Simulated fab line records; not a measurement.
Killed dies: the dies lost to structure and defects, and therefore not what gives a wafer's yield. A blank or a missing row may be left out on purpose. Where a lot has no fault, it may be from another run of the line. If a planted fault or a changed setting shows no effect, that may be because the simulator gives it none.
Which tool is to blame? + flow nand_harc + 7 lots with 21 wafers sampled at 3 steps, on a route of 1302 steps

WHAT THE GAUGES SHOWED, per wafer
NHARC_A_ONON_D2_THK_MEAS_05: measures by ellipsometry.
| lot  | measured     | on            | thk_nm (nm)    |
|------|--------------|---------------|----------------|
| L833 | day 13 04:49 | film_metro-02 | 1000 998 997   |
| L835 | day 13 14:47 | film_metro-02 | 994 994 995    |
| L839 | day 15 06:51 | film_metro-01 | 1008 1008 1007 |
| L841 | day 15 22:14 | film_metro-01 | 998 998 998    |
| L843 | day 16 21:40 | film_metro-01 | 1004 1003 1003 |
| L846 | day 18 21:55 | film_metro-02 | 1026 1024 1027 |
| L853 | day 20 21:02 | film_metro-02 | 565 565 563    |

TOOL THAT RAN EACH LOT (tool first, then ch and the chambers of the sampled wafers, then the start)
| lot  | NHARC_A_DECK1_JOINT_ETCHBACK_00  | NHARC_A_ONON_D2_DEP_03           |
|------|----------------------------------|----------------------------------|
| L833 | rie_si-04 ch 0,1, day 11 22:46   | pecvd_onon-01 ch 0, day 13 04:20 |
| L835 | rie_si-05 ch 2,3, day 12 11:35   | pecvd_onon-01 ch 0, day 13 14:20 |
| L839 | rie_si-06 ch 1,2,3, day 14 08:14 | pecvd_onon-01 ch 0, day 15 06:19 |
| L841 | rie_si-06 ch 1,2, day 14 18:43   | pecvd_onon-04 ch 0, day 15 21:47 |
| L843 | rie_si-04 ch 0,2,3, day 16 00:02 | pecvd_onon-01 ch 0, day 16 21:13 |
| L846 | rie_si-05 ch 0,1,2, day 17 17:37 | pecvd_onon-02 ch 0, day 18 21:25 |
| L853 | rie_si-05 ch 0,1,3, day 19 19:35 | pecvd_onon-04 ch 0, day 20 20:31 |
- NHARC_A_DECK1_JOINT_ETCHBACK_00: etches the open film in HBr, target depth 30 nm, time 17.4 s.
- NHARC_A_ONON_D2_DEP_03: target thk 1000 nm.

THE ANSWER, worked out from the rows above alone
Rule: the lots themselves supply what counts as usual. Put in order of their means at a reading, lots are off if they are a third of the lots or fewer, leave a main group of 4 or more, and stand apart from it by a gap of 3 or more times the standard deviation of the main group's means; of several such gaps the widest counts. The tables above print the reading to a certain number of digits; a main group whose means all agree to those digits is not used. Also off: a lot with no number at a reading for which 4 or more lots have one. Where the step has rows for the other lots, those lots are counted as sound.
Off: L853, at NHARC_A_ONON_D2_THK_MEAS_05 (thk_nm). The main group: mean 1005 nm, standard deviation 10.
A tool fits if, at a process step before that reading, it ran every lot that is off, and no sound lot after the first of them. The gauges at NHARC_A_ONON_D2_THK_MEAS_05 are tried like those tools. Can't be told from this: 3 tools fit, rie_si-05 at NHARC_A_DECK1_JOINT_ETCHBACK_00, pecvd_onon-04 at NHARC_A_ONON_D2_DEP_03, film_metro-02 at NHARC_A_ONON_D2_THK_MEAS_05.

WHAT WAS PUT IN BY THE SIMULATOR
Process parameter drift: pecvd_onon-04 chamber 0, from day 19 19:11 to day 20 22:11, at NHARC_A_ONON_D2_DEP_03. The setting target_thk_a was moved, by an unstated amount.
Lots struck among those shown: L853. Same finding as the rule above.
